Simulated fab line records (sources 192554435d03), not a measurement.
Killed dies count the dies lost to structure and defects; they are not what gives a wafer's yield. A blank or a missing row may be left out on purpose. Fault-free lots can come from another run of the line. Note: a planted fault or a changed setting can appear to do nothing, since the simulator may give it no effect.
Split-lot study ; flow n5Finfet ; 39 wafers read from 7 lots, route of 1938 steps

## ABOUT THE SPLIT
At N5_BEOL_M15_ILD_DEP_00 (deposits SiO2 from TEOS/O2, target thk 1629.3 nm, time 346.1 s), the setting timeS was moved away from the recipe's 346.1 s on 12 of the 39 wafers read, by -59.4% to +37.8%. This setting was run at the recipe's value on the other wafers.

The file shows no step between the split and the reading.

## THE READING
M15_ILD_THK, in nm, at N5_BEOL_M15_THK_MEAS_01. On this fab line, fault-free wafers typically give 1637 nm with a standard deviation of 29 nm.

wafer;tool, chamber at the split;timeS as run, s;against the recipe;M15_ILD_THK, nm;against lot-mates on the recipe
L077.1;pecvd-01, 2;477;+37.8%;2270;+626
L077.2;pecvd-01, 1;477;+37.8%;2205;+561
L077.3;pecvd-01, 0;477;+37.8%;2223;+579
L077.4;pecvd-01, 0;346.1;recipe;1637;-
L077.5;pecvd-01, 2;346.1;recipe;1680;-
L077.6;pecvd-01, 1;346.1;recipe;1614;-
L087.1;pecvd-03, 1;346.1;recipe;1598;-
L087.2;pecvd-03, 0;267.7;-22.7%;1250;-359
L087.3;pecvd-03, 2;346.1;recipe;1595;-
L087.4;pecvd-03, 0;267.7;-22.7%;1271;-338
L087.5;pecvd-03, 1;346.1;recipe;1634;-
L087.6;pecvd-03, 2;267.7;-22.7%;1260;-349
L089.1;pecvd-03, 1;346.1;recipe;1622;-
L089.2;pecvd-03, 0;346.1;recipe;1613;-
L089.3;pecvd-03, 2;346.1;recipe;1630;-
L089.4;pecvd-03, 0;346.1;recipe;1662;-
L089.5;pecvd-03, 1;346.1;recipe;1643;-
L089.6;pecvd-03, 2;346.1;recipe;1633;-
L090.3;pecvd-03, 1;346.1;recipe;1619;-
L090.4;pecvd-03, 1;346.1;recipe;1632;-
L090.5;pecvd-03, 2;346.1;recipe;1651;-
L091.1;pecvd-01, 0;401.7;+16.1%;1867;+221
L091.2;pecvd-01, 1;401.7;+16.1%;1863;+217
L091.3;pecvd-01, 2;346.1;recipe;1658;-
L091.4;pecvd-01, 2;346.1;recipe;1661;-
L091.5;pecvd-01, 1;346.1;recipe;1620;-
L091.6;pecvd-01, 0;401.7;+16.1%;1890;+244
L097.1;pecvd-02, 1;346.1;recipe;1607;-
L097.2;pecvd-02, 2;346.1;recipe;1639;-
L097.3;pecvd-02, 0;346.1;recipe;1590;-
L097.4;pecvd-02, 1;346.1;recipe;1619;-
L097.5;pecvd-02, 0;346.1;recipe;1626;-
L097.6;pecvd-02, 2;346.1;recipe;1688;-
L096.1;pecvd-02, 0;346.1;recipe;1604;-
L096.2;pecvd-02, 2;140.5;-59.4%;695;-946
L096.3;pecvd-02, 1;140.5;-59.4%;651;-990
L096.4;pecvd-02, 2;346.1;recipe;1688;-
L096.5;pecvd-02, 1;346.1;recipe;1631;-
L096.6;pecvd-02, 0;140.5;-59.4%;662;-979

FIT RESULTS
A straight line over all 39 wafers: M15_ILD_THK changes by +16.1 nm for each +1% of timeS; r = +1.00; the points scatter about the line by 25 nm.
The same after taking each lot's own level away (the mean of its wafers on the recipe; 39 wafers): +16 nm for each +1%; r = +1.00; scatter 26 nm.
The reading moves by 9.5e+02 nm for the largest change in timeS, on that fit.
Measured against the standard deviation above, the lots' own levels, which go from 1609.0 to 1646.3 nm, span 1.3 times it.
The two slopes agree, so the slope changes little with the lot-to-lot level.
Check: for one of the wafers moved furthest among these (-59.4%), held out of the fit, the line's prediction against its lot-mates is -954 nm. It came out at -946 nm against them.

## THE OTHER SPLITS THESE WAFERS WENT THROUGH
These wafers also went through other splits before the reading. Each is held against what the fit with the lots' levels taken away leaves over:
other split on the same wafers;wafers away from the commonest value;r with M15_ILD_THK (lot level and that fit taken away)
N5_BEOL_M8_ILD_DEP_00 timeS;15;+0.02
N5_BEOL_M11_ILD_DEP_00 targetThkA;18;+0.06

## THE WHOLE CHAIN: every reading that the file lists as answering this split, in the file's order
step;what it does;reading;change (the file's fit);r (the file's)
N5_BEOL_M15_ILD_DEP_00;deposits SiO2 from TEOS/O2, target thk 1629.3 nm, time 346.1 s;SiO2_of_BEOL_M15_ILD_DEP_00.thkNm (the simulator's own value, which no gauge read);+16 nm for each +1% of the setting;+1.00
N5_BEOL_M15_THK_MEAS_01;;M15_ILD_THK;+16 for each +1% of the setting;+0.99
N5_BEOL_M15_VIA_ETCH_16;etches SiO2 in C4F8/O2/Ar, target depth 1792.2 nm;etch.depthNm (the simulator's own value, which no gauge read);+16 nm for each +1% of the setting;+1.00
N5_BEOL_M15_VIA_ETCH_16;etches SiO2 in C4F8/O2/Ar, target depth 1792.2 nm;coat_of_BEOL_M15_COAT_04.thkNm (the simulator's own value, which no gauge read);-3.74 nm for each +1% of the setting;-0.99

## FILE'S OWN FIT
M15_ILD_THK changes by +16 nm for each +1% of timeS, r = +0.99.
